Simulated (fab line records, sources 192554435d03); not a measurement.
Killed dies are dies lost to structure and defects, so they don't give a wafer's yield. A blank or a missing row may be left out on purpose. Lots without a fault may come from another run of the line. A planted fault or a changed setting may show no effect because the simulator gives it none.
Chamber matching | flow n5_finfet | N5_BEOL_M9_STRIP_36 on rie_diel-01: 4 sister chambers
The step strips in N2/H2. 8 wafers are shown with their chamber, then 10 later ones without.

WAFERS WITH THEIR CHAMBER
wafer  | chamber | drypump_motor_current_A (A) | throttle_valve_pct (%)
L078.6 | 2       | 5.7                         | 23.9
L082.4 | 1       | 6.6                         | 23.2
L087.5 | 3       | 6.6                         | 24.1
L089.1 | 1       | 6.6                         | 23.1
L089.5 | 0       | 5.6                         | 23.1
L089.6 | 3       | 6.6                         | 24.1
L093.1 | 0       | 5.5                         | 23.1
L093.4 | 2       | 5.7                         | 23.5

WAFERS WITHOUT THEIR CHAMBER
wafer  | drypump_motor_current_A (A) | throttle_valve_pct (%)
L093.6 | 6.6                         | 24.1
L092.1 | 6.6                         | 24.1
L092.3 | 5.5                         | 23.1
L092.4 | 5.7                         | 23.5
L095.3 | 5.7                         | 23.5
L095.5 | 5.7                         | 23.5
L095.6 | 6.6                         | 24.1
L097.1 | 5.7                         | 23.5
L097.5 | 5.7                         | 23.5
L097.6 | 6.6                         | 24.1

WHICH CHAMBER EACH WENT THROUGH
wafer  | from the rows above | in truth
L093.6 | 3                   | 3
L092.1 | 3                   | 3
L092.3 | 0                   | 0
L092.4 | 2                   | 2
L095.3 | 2                   | 2
L095.5 | 2                   | 2
L095.6 | 3                   | 3
L097.1 | 2                   | 2
L097.5 | 2                   | 2
L097.6 | 3                   | 3
Placed correctly: 10 of 10. Can't be placed from these rows: 0. Placed wrongly: 0.
How it was worked out, from the rows above alone: a wafer's distance from a chamber is the root of the sum, over the readings, of the square of ((its reading less the chamber's mean) divided by the reading's scatter). The wafer belongs to the nearest chamber; if the next one is less than 2 further off, it can't be placed. A chamber's mean is the mean of its shown wafers. The scatter: the root of (the sum of the squares of (reading less its chamber's mean) over the shown wafers, divided by (wafers less chambers)).
